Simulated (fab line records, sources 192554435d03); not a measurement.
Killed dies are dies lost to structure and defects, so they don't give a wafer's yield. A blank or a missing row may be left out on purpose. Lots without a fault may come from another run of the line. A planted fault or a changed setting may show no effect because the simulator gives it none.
Split-lot experiment | flow n5_finfet | 7 lots, 21 wafers read, on a route of 1938 steps

THE SPLIT
At N5_BEOL_M2_ETCH_64 (etches SOC in N2/H2, target depth 75 nm, overetch 22.5 nm, time 121.9 s), the setting bias_w was moved away from the recipe's 150 W on 3 of the 21 wafers read, by -15.9% to -13.8%. The other wafers ran this setting at the recipe's value.

The reading is taken at the split's own step.

THE READING
rf_vpp_V, in V, at N5_BEOL_M2_ETCH_64 (etches SOC in N2/H2, target depth 75 nm, overetch 22.5 nm, time 121.9 s). Fault-free wafers of this fab line usually give 524.0 V, standard deviation 2.4 V.

wafer  | tool, chamber at the split | bias_w as run, W | against the recipe | rf_vpp_V, V | against lot-mates on the recipe
L078.3 | rie_diel-05, 3             | 150              | recipe             | 526.5       | -
L078.4 | rie_diel-05, 1             | 150              | recipe             | 526.8       | -
L078.5 | rie_diel-05, 2             | 150              | recipe             | 523.5       | -
L081.2 | rie_diel-01, 0             | 150              | recipe             | 519.6       | -
L081.3 | rie_diel-01, 2             | 126.2            | -15.9%             | 471.1       | -48.5
L081.4 | rie_diel-01, 2             | 126.2            | -15.9%             | 471.8       | -47.8
L083.2 | rie_diel-02, 3             | 150              | recipe             | 522.4       | -
L083.3 | rie_diel-02, 0             | 150              | recipe             | 523.1       | -
L083.5 | rie_diel-02, 3             | 150              | recipe             | 523.3       | -
L087.3 | rie_diel-02, 0             | 129.3            | -13.8%             | 475.8       | -45.4
L087.4 | rie_diel-02, 3             | 150              | recipe             | 522.2       | -
L087.5 | rie_diel-02, 1             | 150              | recipe             | 520.2       | -
L092.1 | rie_diel-05, 1             | 150              | recipe             | 526.3       | -
L092.3 | rie_diel-05, 2             | 150              | recipe             | 524.2       | -
L092.4 | rie_diel-05, 0             | 150              | recipe             | 521.0       | -
L096.2 | rie_diel-01, 2             | 150              | recipe             | 525.7       | -
L096.5 | rie_diel-01, 1             | 150              | recipe             | 526.9       | -
L096.6 | rie_diel-01, 0             | 150              | recipe             | 528.7       | -
L097.1 | rie_diel-01, 1             | 150              | recipe             | 526.9       | -
L097.2 | rie_diel-01, 3             | 150              | recipe             | 525.4       | -
L097.6 | rie_diel-01, 1             | 150              | recipe             | 526.0       | -

THE FIT
A straight line over all 21 wafers: rf_vpp_V changes by +3.39 V for each +1% of bias_w; r = +0.99; the points scatter about the line by 2.5 V.
The same after taking each lot's own level away (the mean of its wafers on the recipe; 21 wafers): +3.1 V for each +1%; r = +1.00; scatter 1.4 V.
On that fit, the largest move of bias_w shifts the reading by 49 V.
The lots' own levels span 519.60 to 527.10 V, that is 3.1 times the standard deviation above.
So the lot-to-lot level changes the slope little: the two slopes agree.
Check: with one of the wafers moved furthest among these (-15.9%) left out of the fit, the line predicts -49.7 V for it against its lot-mates. It came out at -48.5 V against them.
Tool readings at the split's step, against how far the setting was moved: rf_vpp_V r = +0.99.

OTHER SPLITS ON THESE WAFERS
These wafers also went through other splits before the reading. Each is held against what the fit with the lots' levels taken away leaves over:
other split on the same wafers   | wafers away from the commonest value | r with rf_vpp_V (lot level and that fit taken away)
N5_BEOL_M1_EXPOSE_08 dose_mj     | 7                                    | -0.12
N5_BEOL_M1_TRENCH_ETCH_37 bias_w | 6                                    | +0.04

THE WHOLE CHAIN: every reading that the file lists as answering this split, in the file's order
step               | what it does                                                            | reading                                                                          | change (the file's fit)                | r (the file's)
N5_BEOL_M2_ETCH_64 | etches SOC in N2/H2, target depth 75 nm, overetch 22.5 nm, time 121.9 s | rf_vpp_V                                                                         | +3.14 V for each +1% of the setting    | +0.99
N5_BEOL_M2_ETCH_64 | etches SOC in N2/H2, target depth 75 nm, overetch 22.5 nm, time 121.9 s | SiARC_of_BEOL_M2_COAT_62.thk_nm (the simulator's own value, which no gauge read) | -0.0693 nm for each +1% of the setting | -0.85

THE FILE'S OWN FIT
rf_vpp_V changes by +3.14 V for each +1% of bias_w, r = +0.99.
